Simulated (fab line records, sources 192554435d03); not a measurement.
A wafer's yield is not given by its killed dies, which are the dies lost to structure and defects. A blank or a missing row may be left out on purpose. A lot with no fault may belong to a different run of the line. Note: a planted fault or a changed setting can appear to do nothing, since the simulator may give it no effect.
Split-lot trial    flow n5 finfet    on a route of 1938 steps: 7 lots, 21 wafers read

== THE SPLIT ==
At N5_BEOL_M5_ETCH_68 (etches SOC in N2/H2, target depth 80 nm, overetch 16 nm, time 120 s), the setting bias w was moved away from the recipe's 150 W on 7 of the 21 wafers read, by -9.5% to +15.2%. This setting was run at the recipe's value on the other wafers.

The reading is taken at the split's own step.

== THE READING ==
rf vpp V, in V, at N5_BEOL_M5_ETCH_68 (etches SOC in N2/H2, target depth 80 nm, overetch 16 nm, time 120 s). Fault-free wafers of this fab line usually give 523.8 V, standard deviation 2.3 V.

wafer   tool, chamber at the split  bias w as run, W  against the recipe  rf vpp V, V  against lot-mates on the recipe
L074.2  rie diel-04, 1              150               recipe              528.6        -
L074.3  rie diel-04, 2              150               recipe              522.2        -
L074.4  rie diel-04, 3              150               recipe              526.4        -
L076.1  rie diel-05, 0              135.8             -9.5%               494.9        -30.3
L076.2  rie diel-05, 3              150               recipe              525.2        -
L076.4  rie diel-05, 2              135.8             -9.5%               491.6        -33.6
L081.1  rie diel-05, 0              150               recipe              526.6        -
L081.2  rie diel-05, 1              150               recipe              519.7        -
L081.4  rie diel-05, 2              150               recipe              524.5        -
L083.3  rie diel-04, 1              150               recipe              526.4        -
L083.4  rie diel-04, 3              150               recipe              526.5        -
L083.6  rie diel-04, 1              158.4             +5.6%               547.3        +20.8
L086.2  rie diel-04, 3              150               recipe              525.5        -
L086.4  rie diel-04, 1              150               recipe              527.2        -
L086.5  rie diel-04, 3              150               recipe              526.1        -
L088.1  rie diel-04, 3              162.3             +8.2%               553.4        no lot-mate on the recipe
L088.3  rie diel-04, 0              162.3             +8.2%               551.3        no lot-mate on the recipe
L088.4  rie diel-04, 1              162.3             +8.2%               554.0        no lot-mate on the recipe
L090.2  rie diel-05, 3              150               recipe              523.5        -
L090.3  rie diel-05, 2              150               recipe              523.3        -
L090.5  rie diel-05, 2              172.8             +15.2%              572.5        +49.1

FIT RESULTS
A straight line over all 21 wafers: rf vpp V changes by +3.31 V for each +1% of bias w; r = +0.99; the points scatter about the line by 2.3 V.
The same after taking each lot's own level away (the mean of its wafers on the recipe; 18 wafers): +3.32 V for each +1%; r = +0.99; scatter 1.9 V.
That fit puts the effect of the largest move of bias w on the reading at 51 V.
Measured against the standard deviation above, the lots' own levels, which go from 523.40 to 526.45 V, span 1.3 times it.
So the lot-to-lot level changes the slope little: the two slopes agree.
Check: with one of the wafers moved furthest among these (+15.2%) left out of the fit, the line predicts +52.4 V for it against its lot-mates. It came out at +49.1 V against them.
Tool readings at the split's step, against how far the setting was moved: rf vpp V r = +0.99.

== OTHER SPLITS ON THESE WAFERS ==
Other splits were also applied to these wafers ahead of the reading. Each is held against what the fit with the lots' levels taken away leaves over:
other split on the same wafers    wafers away from the commonest value  r with rf vpp V (lot level and that fit taken away)
N5_BEOL_M3_ETCH_64 time s         1                                     +0.28
N5_BEOL_M4_COAT_62 spin rpm       7                                     +0.15
N5_BEOL_M4_DESCUM_16 time s       5                                     -0.08
N5_BEOL_M4_ETCH_70 bias w         6                                     +0.22
N5_BEOL_M4_TRENCH_ETCH_37 bias w  10                                    -0.15

== THE WHOLE CHAIN: every reading that the file lists as answering this split, in the file's order ==
step                what it does                                                         reading                                                                           change (the file's fit)                 r (the file's)
N5_BEOL_M5_ETCH_68  etches SOC in N2/H2, target depth 80 nm, overetch 16 nm, time 120 s  rf vpp V                                                                          +3.31 V for each +1% of the setting     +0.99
N5_BEOL_M5_ETCH_68  etches SOC in N2/H2, target depth 80 nm, overetch 16 nm, time 120 s  SiARC_of_BEOL_M5_COAT_66.thk nm (the simulator's own value, which no gauge read)  -0.0689 nm for each +1% of the setting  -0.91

== FILE'S OWN FIT ==
rf vpp V changes by +3.31 V for each +1% of bias w, r = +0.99.
